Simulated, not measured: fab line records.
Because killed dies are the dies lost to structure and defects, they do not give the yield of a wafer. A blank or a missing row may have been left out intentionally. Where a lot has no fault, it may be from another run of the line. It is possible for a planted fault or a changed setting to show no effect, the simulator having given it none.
fab line records | flow n5-finfet
[record] lots = 11 wafers = 32 last-day = 20
route steps=1938 shown BEOL_M15@1814 MIM_BOT@1833 PASSIVATION@1936
lots that met no fault: taken from a fault-free run of the same line
start-h: start of the lot's first displayed wafer, in hours after the record's first day | wait-h: hours elapsed since this lot's preceding step | " unchanged from the row above | L1.1+2: one row covering several wafers at once | - no value, or no start given | * or withheld: withheld | < > ~ a bound
route shown NAME@n: names a module that has steps shown in the file, with the first one's number in the route | usual: the fault-free wafers' mean and standard deviation | same: alike in all rows | chamber/n: place in a boat | sites: readings site by site | _std_site: standard deviation of those values | _edge_site: the outer-site mean with the inner-site mean subtracted | radius-mm: for every site, how far away it sits from the centre of the wafer | mask NAME#n: copy n | behind: the most recent tool/chamber to have shaped the wafer | hold: what put the lot on hold/how long, in hours/how the hold closed | device: names the non-switching transistor (n, p or np) | end of line: the route-end tests of the same wafers | a step given without rows: its recipe and nothing more | killed: not the wafer's yield, but the dies lost to structure and defects at the first sort | map: per-die view of a wafer (x killed, . not killed, _ where there is no die)
set.NAME: the setting the step ran with; set.NAME@STEP: the setting that earlier step ran with | model.NAME: the simulator's own value behind a step, which no gauge read
steps of the route over a sample of lots; a table a step, a row a wafer
services: when a tool's chamber went out of use (start-h, in hours from the record's first day, below 0 if earlier), for how many hours, and the reason
[[steps]]
[step N5_BEOL_M15_ETCH_38]
[recipe] chemistry = CF4/N2 target = SiCN target-depth-a = 1064 taper-deg = 2 time-s = 120.5 ion-energy-ev = 150 mask-material = SiO2 pressure-mtorr = 40 source-w = 430 bias-w = 70 Ar_flow_sccm = 100 cf4-flow-sccm = 60 n2-flow-sccm = 60
[usual] cf4-flow-sccm = 59.98/0.18 drypump-motor-current-A = 5.7/0.45 oes-product-au = 0.82/0.078 rf-vpp-V = 381.8/1.9 showerhead-plenum-p-Torr = 2.19/0.065 throttle-valve-pct = 15.48/0.16
// columns lot.wafer tool chamber start-h wait-h cf4-flow-sccm drypump-motor-current-A oes-product-au rf-hours-counter-h rf-vpp-V showerhead-plenum-p-Torr throttle-valve-pct
L926.3 rie-diel-01 2 - - 60.26 5.1 0.82 76 383.0 2.24 15.34
L926.4 " 3 " " 60.33 6.4 0.84 66 380.4 2.16 15.48
L926.5 " 0 " " 60.27 6.1 0.90 - 382.5 2.27 15.54
L928.1 rie-diel-04 0 - - 60.10 5.8 0.92 9 381.5 2.17 15.33
L928.3 " 1 " " 60.27 5.7 0.80 107 380.1 2.13 15.49
L928.5 " 2 " " 59.98 5.5 0.74 - 379.4 2.11 15.42
L929.3 rie-diel-01 1 - - 60.07 6.2 0.70 247 384.3 2.25 15.47
L929.4 " 0 " " 59.79 6.1 0.88 31 384.3 2.26 15.55
L929.6 " 3 " " 59.96 6.3 0.82 - 381.5 2.16 15.51
L927.3 rie-diel-01 1 - - 60.13 6.2 0.70 249 384.3 2.24 15.47
L927.4 " 2 " " 59.94 5.1 0.82 86 382.7 2.24 15.34
L927.5 " 0 " " 59.61 6.1 0.87 - 383.4 2.26 15.57
L931.2 rie-diel-04 0 - - 60.03 5.8 0.90 17 380.1 2.17 15.34
L931.3 " 3 " " 60.35 5.8 0.99 6 381.5 2.19 15.51
L931.5 " 1 " " 60.12 5.7 0.79 - 379.3 2.13 15.48
L932.1 rie-diel-01 3 - - 59.96 6.3 0.82 84 377.9 2.15 15.54
L932.4 " 2 " " 59.86 5.1 0.80 - 382.2 2.23 15.36
L932.6 " 0 " " 59.78 6.1 0.86 - 383.3 2.26 15.59
L934.2 rie-diel-01 0 - - 59.93 6.1 0.85 49 382.0 2.26 15.59
L934.4 " 1 " " 60.10 6.2 1.00 3 383.8 2.24 14.98
L935.1 rie-diel-05 1 - - 60.12 5.9 0.81 113 385.3 2.31 15.68
L935.3 " 1 " " 60.26 5.9 0.81 - 383.5 2.31 15.69
L935.6 " 2 " " 59.84 5.5 0.72 - 379.5 2.11 15.61
L944.2 rie-diel-04 0 - - 60.01 5.8 0.88 33 381.7 2.16 15.40
L944.3 " 2 " " 60.15 5.5 0.73 198 380.6 2.10 15.47
L944.6 " 0 " " 60.18 5.8 0.88 - 379.7 2.16 15.38
L945.1 rie-diel-05 0 - - 59.78 4.7 0.93 22 384.1 2.26 15.35
L945.2 " 3 " " 60.25 5.0 0.79 108 379.7 2.13 15.41
L945.3 " 2 " " 59.98 5.5 0.71 223 379.4 2.10 15.65
L947.3 rie-diel-01 1 - - 59.79 6.2 0.94 29 384.3 2.23 15.03
L947.5 " 2 " " 60.04 5.1 0.77 - 382.5 2.22 15.42
L947.6 " 3 " " 59.89 6.4 0.78 - 379.9 2.14 15.59
[step N5_BEOL_M15_SPUTTER_44]
[recipe] material = Ta target-thk-a = 150 temp-c = 50 bias-v = 80 power-w = 15000 chamber-pressure-pa = 0.07 time-s = 24.19
[usual] throttle-valve-pct = 29.7/0.91
// columns lot.wafer tool chamber start-h wait-h throttle-valve-pct
L926.3 pvd-sputter-02 - 302.13 0.0 29.7
L926.4 " - " " 29.9
L926.5 " - " " 29.2
L928.1 pvd-sputter-02 - 324.04 0.0 28.7
L928.3 " - " " 29.4
L928.5 " - " " 29.4
L929.3 pvd-sputter-01 - 328.56 0.0 28.9
L929.4 " - " " 31.4
L929.6 " - " " 31.5
L927.3 pvd-sputter-03 - 336.60 0.0 29.9
L927.4 " - " " 31.0
L927.5 " - " " 29.0
L931.2 pvd-sputter-01 - 343.91 0.0 31.3
L931.3 " - " " 30.0
L931.5 " - " " 28.7
L932.1 pvd-sputter-01 - 357.09 0.0 31.4
L932.4 " - " " 28.7
L932.6 " - " " 31.4
L934.2 pvd-sputter-01 - 373.29 0.0 28.7
L934.4 " - " " 31.3
L935.1 pvd-sputter-03 - 380.33 0.0 31.2
L935.3 " - " " 30.2
L935.6 " - " " 29.1
L944.2 pvd-sputter-03 - 396.45 0.0 29.8
L944.3 " - " " 31.6
L944.6 " - " " 30.3
L945.1 pvd-sputter-03 - 444.31 0.0 29.9
L945.2 " - " " 29.8
L945.3 " - " " 31.5
L947.3 pvd-sputter-02 - 462.60 0.0 29.6
L947.5 " - " " 30.0
L947.6 " - " " 29.6
[step N5_BEOL_M15_CMP_49]
[recipe] stop-on = SiO2 t-overpolish-s = 4.9 down-force-psi = 2 platen-rpm = 80 clearing-platen-down-force-psi = 2 clearing-platen-rpm = 80 post-cmp-clean = cu-alkaline target-thk-nm = 850 clearing-platen-pad-velocity-m-s = 1.5917 pad-velocity-m-s = 1.5917
[usual] barrier-field-endpoint-s = 11.31/0.26 edge-zone-pressure-frac = 1.000/0.0056 head-pressure-psi = 2.000/0.004 motor-current-A = 8.1/0.89 overpolish-run-s = 4.901/0.0092
// columns lot.wafer tool chamber start-h wait-h barrier-field-endpoint-s edge-zone-pressure-frac head-pressure-psi motor-current-A overpolish-run-s
L926.3 cmp-01 1 303.07 0.2 10.94 0.999 2.004 6.6 4.891
L926.4 " 3 " " 10.88 1.001 2.001 7.2 4.906
L926.5 " 1 " " 10.64 0.999 2.012 6.9 4.913
L928.1 cmp-02 1 324.81 0.3 11.20 0.992 1.990 7.7 4.901
L928.3 " 3 " " 11.28 1.007 2.005 8.8 4.889
L928.5 " 0 " " 11.34 1.000 1.997 9.7 4.907
L929.4 cmp-03 1 329.45 0.2 11.36 1.009 1.999 7.2 4.901
L929.3 " 2 " " 11.35 0.989 1.995 7.3 4.897
L929.6 " 0 " " 11.22 1.003 1.999 7.6 4.906
L927.3 cmp-03 3 337.68 0.3 11.42 1.000 2.004 7.9 4.892
L927.4 " 0 " " 11.40 1.007 2.001 7.9 4.882
L927.5 " 2 " " 11.52 0.998 2.007 7.4 4.906
L931.2 cmp-02 3 345.56 0.5 11.35 1.001 1.996 9.1 4.902
L931.3 " 0 " " 11.72 1.008 2.001 9.8 4.914
L931.5 " 3 " " 11.74 1.009 2.000 8.8 4.893
L932.4 cmp-02 1 357.90 0.2 8.13 1.000 2.807 10.1 4.898
L932.1 " 2 " " 7.80 0.997 2.812 10.0 4.893
L932.6 " 0 " " 8.08 0.998 2.800 11.5 4.891
L934.2 cmp-01 0 374.03 0.2 11.56 0.998 2.000 8.9 4.913
L934.4 " 2 " " 11.66 0.996 2.000 10.1 4.903
L935.3 cmp-02 1 381.11 0.2 8.02 1.005 2.805 9.4 4.912
L935.1 " 3 " " 7.80 1.004 2.810 11.3 4.895
L935.6 " 1 " " 7.97 1.005 2.809 9.9 4.906
L944.2 cmp-01 2 397.23 0.2 11.21 0.998 2.002 9.6 4.891
L944.3 " 0 " " 11.16 0.999 2.006 9.6 4.897
L944.6 " 2 " " 11.43 0.999 1.994 10.4 4.910
L945.3 cmp-03 1 445.05 0.2 11.39 0.999 2.001 7.3 4.921
L945.2 " 2 " " 11.08 0.992 1.999 7.9 4.882
L945.1 " 0 " " 11.12 0.998 1.998 7.5 4.894
L947.3 cmp-03 1 463.54 0.2 11.42 1.001 2.000 7.4 4.905
L947.6 " 1 " " 11.15 0.997 1.998 7.0 4.902
L947.5 " 2 " " 10.93 1.000 2.006 7.5 4.901
[step N5_MIM_BOT_SPUTTER_00]
[recipe] material = TiN target-thk-a = 350 temp-c = 200 power-w = 3000 chamber-pressure-pa = 0.49996 gas = Ar reactive-partial-pa = 0.37997 time-s = 89.7
[usual] throttle-valve-pct = 29.7/0.92
// columns lot.wafer tool chamber start-h wait-h throttle-valve-pct
L926.3 pvd-sputter-02 - 304.91 0.0 29.2
L926.4 " - " " 29.5
L926.5 " - " " 29.3
L928.1 pvd-sputter-03 - 327.60 0.0 31.5
L928.3 " - " " 29.8
L928.5 " - " " 31.3
L929.3 pvd-sputter-01 - 333.27 0.0 31.9
L929.4 " - " " 28.6
L929.6 " - " " 28.5
L927.3 pvd-sputter-02 - 339.86 0.0 29.3
L927.4 " - " " 28.5
L927.5 " - " " 29.4
L931.2 pvd-sputter-01 - 347.39 0.0 31.4
L931.3 " - " " 29.9
L931.5 " - " " 28.7
L932.1 pvd-sputter-01 - 360.61 0.0 31.3
L932.4 " - " " 30.1
L932.6 " - " " 30.0
L934.2 pvd-sputter-01 - 376.07 0.0 30.0
L934.4 " - " " 28.6
L935.1 pvd-sputter-03 - 383.76 0.0 29.8
L935.3 " - " " 29.3
L935.6 " - " " 30.1
L944.2 pvd-sputter-02 - 399.15 0.0 29.7
L944.3 " - " " 29.2
L944.6 " - " " 29.2
L945.1 pvd-sputter-03 - 447.23 0.0 29.4
L945.2 " - " " 30.1
L945.3 " - " " 30.1
L947.3 pvd-sputter-01 - 465.87 0.0 31.2
L947.5 " - " " 30.0
L947.6 " - " " 31.3
[step N5_PASSIVATION_PROBE_49]
[usual] defect-limited-yield = 91.4/1.2 killed_at_M0_to_M3 = 35/11 killed_at_M4_up = 14/6 killed-at-contacts = 12/6.7 killed-at-front-end = 37/9.7 killed-at-other = 3.5/2.5 killed-dies = 102/15 killed-on-rim = 13/3.6 killed-open = 67/12 killed-short = 33/7.3 sort_bin_5_function = 5.1/0.81 sort_bin_6_memory = 3.2/0.65 sort-n-pass = 1078/15 sort-yield-pct = 91.4/1.2
[same] gross-dies = 1180 killed-at-back-side = 0 sort_bin_4_leakage[%] = 0 sort_bin_8_speed[%] = 0
// columns lot.wafer tool chamber start-h wait-h defect-limited-yield[%] killed_at_M0_to_M3 killed_at_M4_up killed-at-contacts killed-at-front-end killed-at-other killed-dies killed-on-rim killed-open killed-short sort_bin_5_function[%] sort_bin_6_memory[%] sort-n-pass sort-yield-pct[%]
L926.3 prober-01 - 318.45 0.1 91.3 49 11 7 35 1 103 15 64 37 5.2 3.2 1077 91.3
L926.4 prober-01 - 318.50 0.2 91.3 29 16 17 41 0 103 12 67 35 5.2 3.3 1077 91.3
L926.5 prober-01 - 318.55 0.2 90.0 33 14 7 57 7 118 19 82 36 5.6 4.2 1062 90.0
L928.1 prober-01 - 342.96 0.0 91.9 11 10 40 30 5 96 15 76 20 4.7 3.4 1084 91.9
L928.3 prober-01 - 343.06 0.1 92.1 20 15 16 38 4 93 13 68 25 5.2 2.5 1087 92.1
L928.5 prober-01 - 343.16 0.2 92.3 7 17 15 45 7 91 15 61 28 3.9 3.6 1089 92.3
L929.3 prober-01 - 345.56 0.1 90.6 38 13 8 47 5 111 11 70 40 5.0 4.1 1069 90.6
L929.4 prober-01 - 345.61 0.2 90.5 47 3 3 53 6 112 10 68 44 5.2 3.5 1068 90.5
L929.6 prober-01 - 345.71 0.3 92.1 24 13 6 41 9 93 12 56 35 4.8 3.1 1087 92.1
L927.3 prober-01 - 353.66 0.1 93.7 9 14 3 44 4 74 14 52 22 3.4 2.6 1106 93.7
L927.4 prober-01 - 353.71 0.2 91.6 32 15 13 35 4 99 13 65 31 5.3 3.1 1081 91.6
L927.5 prober-01 - 353.76 0.2 92.7 27 11 10 37 1 86 12 49 36 4.2 2.9 1094 92.7
L931.2 prober-01 - 359.78 0.1 90.2 46 13 15 38 4 116 11 75 40 6.1 3.1 1064 90.2
L931.3 prober-01 - 359.83 0.1 91.4 35 13 15 38 1 102 9 60 42 5.5 2.5 1078 91.4
L931.5 prober-01 - 359.93 0.2 93.5 23 10 2 35 7 77 9 49 28 3.9 2.5 1103 93.5
L932.1 prober-01 - 372.77 0.0 93.4 16 12 2 46 2 78 11 50 27 4.0 2.3 1102 93.4
L932.4 prober-01 - 372.92 0.2 91.3 36 17 15 35 0 103 12 70 33 5.8 2.6 1077 91.3
L932.6 prober-01 - 373.02 0.3 92.2 36 16 12 24 4 92 11 57 34 4.4 2.9 1088 92.2
L934.2 prober-02 - 390.24 0.1 92.0 34 7 10 38 5 94 12 63 31 4.7 3.1 1086 92.0
L934.4 prober-02 - 390.34 0.2 91.4 38 14 5 39 5 101 12 58 43 4.7 3.5 1079 91.4
L935.1 prober-01 - 396.86 0.0 91.4 39 20 10 30 3 102 17 63 38 5.3 3.1 1078 91.4
L935.3 prober-01 - 396.96 0.1 90.8 31 20 18 35 5 109 18 70 37 5.7 3.1 1071 90.8
L935.6 prober-01 - 397.11 0.3 88.6 52 14 13 49 6 134 18 91 42 5.6 5.1 1046 88.6
L944.2 prober-02 - 414.35 0.1 92.7 23 11 7 39 6 86 7 56 26 4.9 2.1 1094 92.7
L944.3 prober-02 - 414.40 0.1 91.4 24 6 4 61 7 102 10 69 33 4.5 3.7 1078 91.4
L944.6 prober-02 - 414.55 0.3 90.8 32 12 6 57 1 108 12 74 31 5.5 3.2 1072 90.8
L945.1 prober-01 - 460.16 0.0 94.0 21 6 7 37 0 71 13 44 19 3.1 1.8 1109 94.0
L945.2 prober-01 - 460.21 0.1 93.8 29 8 3 32 1 73 10 46 26 4.8 1.0 1107 93.8
L945.3 prober-01 - 460.26 0.1 93.1 18 6 4 52 2 82 9 53 28 3.1 3.6 1098 93.1
L947.3 prober-02 - 476.05 0.1 90.5 35 15 10 51 1 112 16 79 30 5.1 4.1 1068 90.5
L947.5 prober-02 - 476.15 0.2 91.9 29 11 10 44 1 95 13 60 33 4.9 3.0 1085 91.9
L947.6 prober-02 - 476.20 0.3 90.2 40 11 18 45 2 116 9 82 33 5.8 3.8 1064 90.2
// killed by level:class
L926.3 BEOL_M0_SAQP:geometric-particle:short=11 BEOL_M1:geometric-particle:open=11 BEOL_M3:geometric-particle:open=8 BEOL_M0_SAQP:geometric-particle:open=7 GATE_CUT:geometric-particle:short=6 MOL_CONTACT_COAG:geometric-particle:open=6 FIN_SAQP:geometric-particle:open=5 STI_FIN_REVEAL:geometric-particle:open=5
L926.4 MOL_CONTACT_COAG:geometric-particle:open=14 FIN_SAQP:geometric-particle:short=13 BEOL_M1:geometric-particle:open=10 BEOL_M3:geometric-particle:open=10 BEOL_M4:geometric-particle:open=9 FIN_SAQP:geometric-particle:open=4 STARTING-WAFER:geometric-particle:open=4 FIN_CUT:geometric-particle:short=4
L926.5 FIN_SAQP:geometric-particle:short=12 FIN_SAQP:geometric-particle:open=12 BEOL_M0_SAQP:geometric-particle:open=10 BEOL_M1:geometric-particle:open=10 STI_FIN_REVEAL:geometric-particle:open=7 MOL_CONTACT_COAG:geometric-particle:open=7 BEOL_M0_SAQP:geometric-particle:short=7 BEOL_M4:geometric-particle:open=6
L928.1 MOL_CONTACT_COAG:geometric-particle:open=37 FIN_SAQP:geometric-particle:open=6 STARTING-WAFER:geometric-particle:open=5 FIN_SAQP:geometric-particle:short=4 DUMMY_GATE:geometric-particle:open=4 STI_FIN_REVEAL:geometric-particle:open=3 MOL_CONTACT_COAG:geometric-particle:short=3 BEOL_M4:geometric-particle:open=3
L928.3 FIN_SAQP:geometric-particle:open=17 MOL_CONTACT_COAG:geometric-particle:open=13 STI_FIN_REVEAL:geometric-particle:open=8 FIN_SAQP:geometric-particle:short=6 BEOL_M2:geometric-particle:open=6 BEOL_M1:geometric-particle:open=4 MOL_CONTACT_COAG:geometric-particle:short=3 BEOL_M0_SAQP:geometric-particle:short=3
L928.5 MOL_CONTACT_COAG:geometric-particle:open=12 STI_FIN_REVEAL:geometric-particle:open=11 FIN_SAQP:geometric-particle:open=8 BEOL_M4:geometric-particle:open=6 FIN_SAQP:geometric-particle:short=5 GATE_CUT:geometric-particle:short=5 STARTING-WAFER:geometric-particle:short=5 DUMMY_GATE:geometric-particle:open=4
L929.3 FIN_SAQP:geometric-particle:open=10 STI_FIN_REVEAL:geometric-particle:open=10 BEOL_M2:geometric-particle:open=10 MOL_CONTACT_COAG:geometric-particle:open=7 BEOL_M0_SAQP:geometric-particle:open=6 BEOL_M3:geometric-particle:open=6 BEOL_M4:geometric-particle:short=5 FIN_SAQP:geometric-particle:short=4
L929.4 STI_FIN_REVEAL:geometric-particle:open=20 BEOL_M0_SAQP:geometric-particle:open=11 BEOL_M0_SAQP:geometric-particle:short=10 FIN_SAQP:geometric-particle:open=9 BEOL_M3:geometric-particle:open=9 BEOL_M3:geometric-particle:short=7 FIN_SAQP:geometric-particle:short=6 BEOL_M2:geometric-particle:open=5
L929.6 STI_FIN_REVEAL:geometric-particle:open=9 FIN_SAQP:geometric-particle:open=8 BEOL_M0_SAQP:geometric-particle:short=8 FIN_SAQP:geometric-particle:short=7 MOL_CONTACT_COAG:geometric-particle:open=5 BEOL_M2:geometric-particle:open=5 BEOL_M3:geometric-particle:open=5 STI_FIN_REVEAL:geometric-particle:short=4
L927.3 FIN_SAQP:geometric-particle:open=14 STI_FIN_REVEAL:geometric-particle:open=7 BEOL_M4:geometric-particle:open=7 FIN_SAQP:geometric-particle:short=6 STARTING-WAFER:geometric-particle:open=4 ILD0:geometric-particle:open=3 BEOL_M0_SAQP:geometric-particle:open=3 ILD0:geometric-particle:short=2
L927.4 FIN_SAQP:geometric-particle:open=14 BEOL_M3:geometric-particle:open=11 MOL_CONTACT_COAG:geometric-particle:open=9 BEOL_M2:geometric-particle:open=6 GATE_CUT:geometric-particle:short=5 BEOL_M0_SAQP:geometric-particle:short=5 BEOL_M4:geometric-particle:open=5 MOL_CONTACT_COAG:geometric-particle:short=4
L927.5 FIN_SAQP:geometric-particle:short=9 MOL_CONTACT_COAG:geometric-particle:open=9 BEOL_M0_SAQP:geometric-particle:short=8 GATE_CUT:geometric-particle:short=7 BEOL_M2:geometric-particle:open=6 FIN_SAQP:geometric-particle:open=5 STI_FIN_REVEAL:geometric-particle:open=5 ILD0:geometric-particle:short=3
L931.2 MOL_CONTACT_COAG:geometric-particle:open=14 FIN_SAQP:geometric-particle:open=11 BEOL_M0_SAQP:geometric-particle:short=11 BEOL_M0_SAQP:geometric-particle:open=10 FIN_SAQP:geometric-particle:short=8 BEOL_M1:geometric-particle:short=7 BEOL_M4:geometric-particle:open=7 BEOL_M1:geometric-particle:open=6
L931.3 MOL_CONTACT_COAG:geometric-particle:open=11 FIN_SAQP:geometric-particle:short=9 BEOL_M0_SAQP:geometric-particle:short=8 DUMMY_GATE:geometric-particle:open=7 BEOL_M1:geometric-particle:open=7 GATE_CUT:geometric-particle:short=6 BEOL_M2:geometric-particle:open=6 GATE_CUT:geometric-particle:open=5
L931.5 FIN_SAQP:geometric-particle:open=11 GATE_CUT:geometric-particle:short=9 BEOL_M2:geometric-particle:open=6 BEOL_M0_SAQP:geometric-particle:open=5 STI_FIN_REVEAL:geometric-particle:open=3 DUMMY_GATE:geometric-particle:open=3 BEOL_M1:geometric-particle:open=3 BEOL_M4:geometric-particle:open=3
L932.1 STI_FIN_REVEAL:geometric-particle:open=11 FIN_SAQP:geometric-particle:short=8 FIN_SAQP:geometric-particle:open=5 DUMMY_GATE:geometric-particle:open=5 ILD0:geometric-particle:open=5 BEOL_M1:geometric-particle:open=5 BEOL_M4:geometric-particle:open=4 STI_FIN_REVEAL:geometric-particle:short=3
L932.4 MOL_CONTACT_COAG:geometric-particle:open=14 BEOL_M0_SAQP:geometric-particle:open=13 BEOL_M4:geometric-particle:open=9 FIN_SAQP:geometric-particle:short=7 BEOL_M0_SAQP:geometric-particle:short=6 FIN_SAQP:geometric-particle:open=5 DUMMY_GATE:geometric-particle:open=5 BEOL_M3:geometric-particle:open=4
L932.6 MOL_CONTACT_COAG:geometric-particle:open=10 BEOL_M0_SAQP:geometric-particle:short=10 BEOL_M0_SAQP:geometric-particle:open=6 BEOL_M8:geometric-particle:open=5 STI_FIN_REVEAL:geometric-particle:open=4 BEOL_M0:geometric-particle:open=4 BEOL_M2:geometric-particle:open=4 FIN_SAQP:geometric-particle:short=3
L934.2 BEOL_M3:geometric-particle:open=12 STI_FIN_REVEAL:geometric-particle:open=9 MOL_CONTACT_COAG:geometric-particle:open=9 FIN_SAQP:geometric-particle:short=8 FIN_SAQP:geometric-particle:open=6 BEOL_M1:geometric-particle:open=6 DUMMY_GATE:geometric-particle:open=3 GATE_CUT:geometric-particle:short=3
L934.4 BEOL_M0_SAQP:geometric-particle:short=12 BEOL_M3:geometric-particle:open=10 GATE_CUT:geometric-particle:open=7 BEOL_M0_SAQP:geometric-particle:open=7 FIN_SAQP:geometric-particle:short=6 FIN_SAQP:geometric-particle:open=4 STI_FIN_REVEAL:geometric-particle:open=4 GATE_CUT:geometric-particle:short=4
L935.1 BEOL_M0_SAQP:geometric-particle:short=16 BEOL_M4:geometric-particle:open=13 BEOL_M0_SAQP:geometric-particle:open=10 MOL_CONTACT_COAG:geometric-particle:open=9 STI_FIN_REVEAL:geometric-particle:open=5 DUMMY_GATE:geometric-particle:open=5 BEOL_M3:geometric-particle:open=5 GATE_CUT:geometric-particle:short=4
L935.3 MOL_CONTACT_COAG:geometric-particle:open=17 BEOL_M0_SAQP:geometric-particle:short=13 BEOL_M4:geometric-particle:open=12 GATE_CUT:geometric-particle:short=6 BEOL_M0_SAQP:geometric-particle:open=6 STI_FIN_REVEAL:geometric-particle:open=5 DUMMY_GATE:geometric-particle:open=5 FIN_SAQP:geometric-particle:open=4
L935.6 BEOL_M0_SAQP:geometric-particle:short=19 BEOL_M0_SAQP:geometric-particle:open=15 MOL_CONTACT_COAG:geometric-particle:open=12 FIN_SAQP:geometric-particle:open=11 DUMMY_GATE:geometric-particle:open=10 GATE_CUT:geometric-particle:short=9 BEOL_M3:geometric-particle:open=9 BEOL_M4:geometric-particle:open=9
L944.2 FIN_SAQP:geometric-particle:open=15 BEOL_M2:geometric-particle:open=9 FIN_SAQP:geometric-particle:short=5 DUMMY_GATE:geometric-particle:open=5 MOL_CONTACT_COAG:geometric-particle:open=5 BEOL_M4:geometric-particle:open=4 MIM_TOP_ETCH:coat-microbubble-printed=4 GATE_CUT:geometric-particle:short=3
L944.3 FIN_SAQP:geometric-particle:open=31 BEOL_M1:geometric-particle:open=8 FIN_SAQP:geometric-particle:short=6 DUMMY_GATE:geometric-particle:open=6 GATE_CUT:geometric-particle:short=5 BEOL_M3:geometric-particle:open=5 MOL_CONTACT_COAG:geometric-particle:open=4 BEOL_M3:geometric-particle:short=4
L944.6 FIN_SAQP:geometric-particle:open=29 BEOL_M0_SAQP:geometric-particle:short=7 FIN_SAQP:geometric-particle:short=6 DUMMY_GATE:geometric-particle:open=6 BEOL_M2:geometric-particle:open=6 MOL_CONTACT_COAG:geometric-particle:open=6 BEOL_M0_SAQP:geometric-particle:open=6 BEOL_M3:geometric-particle:short=6
L945.1 STI_FIN_REVEAL:geometric-particle:open=9 FIN_SAQP:geometric-particle:open=8 HKMG_FIN:area-etch=7 MOL_CONTACT_COAG:geometric-particle:open=6 BEOL_M0_SAQP:geometric-particle:open=5 BEOL_M1:geometric-particle:short=4 FIN_SAQP:geometric-particle:short=4 BEOL_M2:geometric-particle:open=4
L945.2 STI_FIN_REVEAL:geometric-particle:open=10 BEOL_M3:geometric-particle:open=10 FIN_SAQP:geometric-particle:open=7 FIN_SAQP:geometric-particle:short=6 STI_FIN_REVEAL:geometric-particle:short=5 BEOL_M0_SAQP:geometric-particle:short=5 BEOL_M2:geometric-particle:open=4 BEOL_M0_SAQP:geometric-particle:open=3
L945.3 FIN_SAQP:geometric-particle:short=14 STI_FIN_REVEAL:geometric-particle:open=12 FIN_SAQP:geometric-particle:open=10 BEOL_M3:geometric-particle:open=5 BEOL_M4:geometric-particle:open=5 STI_FIN_REVEAL:geometric-particle:short=4 DUMMY_GATE:geometric-particle:open=3 BEOL_M1:geometric-particle:open=3
L947.3 STI_FIN_REVEAL:geometric-particle:open=19 BEOL_M1:geometric-particle:open=12 MOL_CONTACT_COAG:geometric-particle:open=10 STI_FIN_REVEAL:geometric-particle:short=7 BEOL_M2:geometric-particle:open=7 FIN_SAQP:geometric-particle:open=6 BEOL_M4:geometric-particle:open=5 FIN_SAQP:geometric-particle:short=4
L947.5 BEOL_M2:geometric-particle:open=13 FIN_SAQP:geometric-particle:short=10 STI_FIN_REVEAL:geometric-particle:open=10 MOL_CONTACT_COAG:geometric-particle:open=6 FIN_SAQP:geometric-particle:open=5 DUMMY_GATE:geometric-particle:open=5 MOL_CONTACT_COAG:geometric-particle:short=4 BEOL_M3:geometric-particle:open=3
L947.6 BEOL_M0_SAQP:geometric-particle:open=19 MOL_CONTACT_COAG:geometric-particle:open=15 FIN_SAQP:geometric-particle:open=8 STI_FIN_REVEAL:geometric-particle:open=8 BEOL_M0_SAQP:geometric-particle:short=7 BEOL_M1:geometric-particle:open=6 BEOL_M4:geometric-particle:open=6 FIN_SAQP:geometric-particle:short=4
[[services]]
// columns tool chamber start-h hours kind
rie-diel-01 0 301.70 3.2 repair
cmp-02 - 301.97 3.8 pm
cmp-03 - 306.56 5.8 pm
cmp-01 - 316.18 0.9 repair
cmp-01 - 322.86 4.0 pm
cmp-03 - 338.77 7.0 repair
cmp-01 - 343.60 5.5 pm
cmp-03 - 355.51 4.0 pm
pvd-sputter-01 - 376.86 2.8 repair
rie-diel-01 0 378.42 9.6 repair
rie-diel-05 3 378.97 14.3 repair
rie-diel-05 0 379.15 1.6 repair
cmp-01 - 382.85 2.2 repair
cmp-02 - 395.86 1.0 repair
cmp-02 - 398.48 3.4 repair
rie-diel-04 0 399.11 26.0 repair
rie-diel-04 2 402.36 8.4 repair
cmp-02 - 402.61 4.0 pm
cmp-01 - 417.91 0.8 repair
rie-diel-05 3 430.73 9.2 repair
pvd-sputter-03 - 434.03 2.5 repair
cmp-03 - 435.23 1.5 repair
cmp-01 - 455.08 1.1 repair
cmp-01 - 460.23 0.8 repair
[[key]]
[first-sign] step = N5_BEOL_M15_CMP_49 reading = head-pressure-psi direction = up sigmas = 99+ usual = 2.000 struck = 2.807
[effect] step = N5_BEOL_M15_CMP_49 reading = barrier-field-endpoint-s direction = down sigmas = 13 usual = 11.31 struck = 7.97
met-at N5_BEOL_M15_CMP_49
struck-lots L932,L935
not-acting-at N5_BEOL_M15_ETCH_38,N5_BEOL_M15_SPUTTER_44,N5_MIM_BOT_SPUTTER_00
onset-between 345.56 357.90
[fault] kind = process-parameter-drift tool = cmp-02 chamber = - onset-h = 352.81 steps = N5_BEOL_M15_CMP_49 channel = down-force-psi offset = 0.80821 shape = step end-h = 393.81 acts-in = these-recipes-only stated = 2
